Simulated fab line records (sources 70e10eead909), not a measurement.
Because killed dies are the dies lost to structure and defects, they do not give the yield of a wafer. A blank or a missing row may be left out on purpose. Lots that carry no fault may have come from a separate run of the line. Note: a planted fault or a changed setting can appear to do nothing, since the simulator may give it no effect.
Which tool is to blame? + flow nand-harc + 12 lots, 36 wafers sampled, at 3 steps of a route of 1302

## WHAT THE GAUGES SHOWED, per wafer
NHARC_P_M1_OVL_MEAS_10: pitch 260 nm.
| lot  | measured     | on         | overlay-x-nm (nm) |
|------|--------------|------------|-------------------|
| L075 | day 6 13:08  | overlay-01 | 0.6 1.1 1.1       |
| L077 | day 7 12:13  | overlay-01 | -0.6 -0.4 -0.4    |
| L079 | day 8 05:25  | overlay-02 | 0.4 0.4 0.3       |
| L081 | day 9 08:31  | overlay-01 | 1.2 1.0 1.7       |
| L083 | day 10 08:01 | overlay-01 | 1.4 0.9 1.0       |
| L085 | day 10 15:56 | overlay-01 | 0.0 0.2 -0.5      |
| L087 | day 11 14:47 | overlay-01 | -0.1 0.1 -0.2     |
| L088 | day 12 11:50 | overlay-02 | 0.4 0.3 0.7       |
| L091 | day 13 07:34 | overlay-01 | -0.8 -0.4 -0.4    |
| L093 | day 14 03:07 | overlay-01 | 0.6 0.3 0.2       |
| L095 | day 14 22:13 | overlay-02 | -1.0 -0.7 -0.6    |
| L097 | day 15 21:25 | overlay-01 | -0.5 -0.2 -0.2    |

## WHAT TOOL EACH LOT RAN ON (gives the tool, then ch and the chambers of the sampled wafers, and finally the start)
| lot  | NHARC_P_CONTACT_CVD_23                   | NHARC_P_M0_ANNEAL_30             |
|------|------------------------------------------|----------------------------------|
| L075 | cvd-w-02 ch 0,1, day 6 10:57 or earlier  | rtp-anneal-02 ch 0, day 6 10:57  |
| L077 | cvd-w-02 ch 0,1, day 7 09:55 or earlier  | rtp-anneal-02 ch 0, day 7 09:55  |
| L079 | cvd-w-01 ch 0,1, day 8 03:13 or earlier  | rtp-anneal-01 ch 0, day 8 03:13  |
| L081 | cvd-w-02 ch 0,1, day 9 06:16 or earlier  | rtp-anneal-02 ch 0, day 9 06:16  |
| L083 | cvd-w-01 ch 0,1, day 10 05:55 or earlier | rtp-anneal-01 ch 0, day 10 05:55 |
| L085 | cvd-w-01 ch 0,1, day 10 13:37 or earlier | rtp-anneal-02 ch 0, day 10 13:37 |
| L087 | cvd-w-02 ch 0,1, day 11 12:29 or earlier | rtp-anneal-01 ch 0, day 11 12:29 |
| L088 | cvd-w-01 ch 0,1, day 12 09:39 or earlier | rtp-anneal-02 ch 0, day 12 09:39 |
| L091 | cvd-w-01 ch 0,1, day 13 05:18 or earlier | rtp-anneal-02 ch 0, day 13 05:18 |
| L093 | cvd-w-01 ch 0,1, day 14 00:55 or earlier | rtp-anneal-01 ch 0, day 14 00:55 |
| L095 | cvd-w-01 ch 0,1, day 14 20:02 or earlier | rtp-anneal-02 ch 0, day 14 20:02 |
| L097 | cvd-w-01 ch 0,1, day 15 18:55 or earlier | rtp-anneal-01 ch 0, day 15 18:55 |
- NHARC_P_CONTACT_CVD_23: deposits W, target thk 200 nm, time 557 s.
- NHARC_P_M0_ANNEAL_30: time 90 s.

## THE ANSWER, worked out from the rows above alone
Rule: the usual values come from the lots themselves. Put in order of their means at a reading, lots are off if they are a third of the lots or fewer, leave a main group of 4 or more, and stand apart from it by a gap of 3 or more times the standard deviation of the main group's means; of several such gaps the widest counts. If all means in a main group match to the digits the tables above print for the reading, that group is not used. Also off: a lot with no number at a reading for which 4 or more lots have one. Any other lot the step has rows for is counted as sound.
No lot is off on any of the readings shown, so nothing can be concluded from this.

## WHAT HAD BEEN PUT IN BY THE SIMULATOR
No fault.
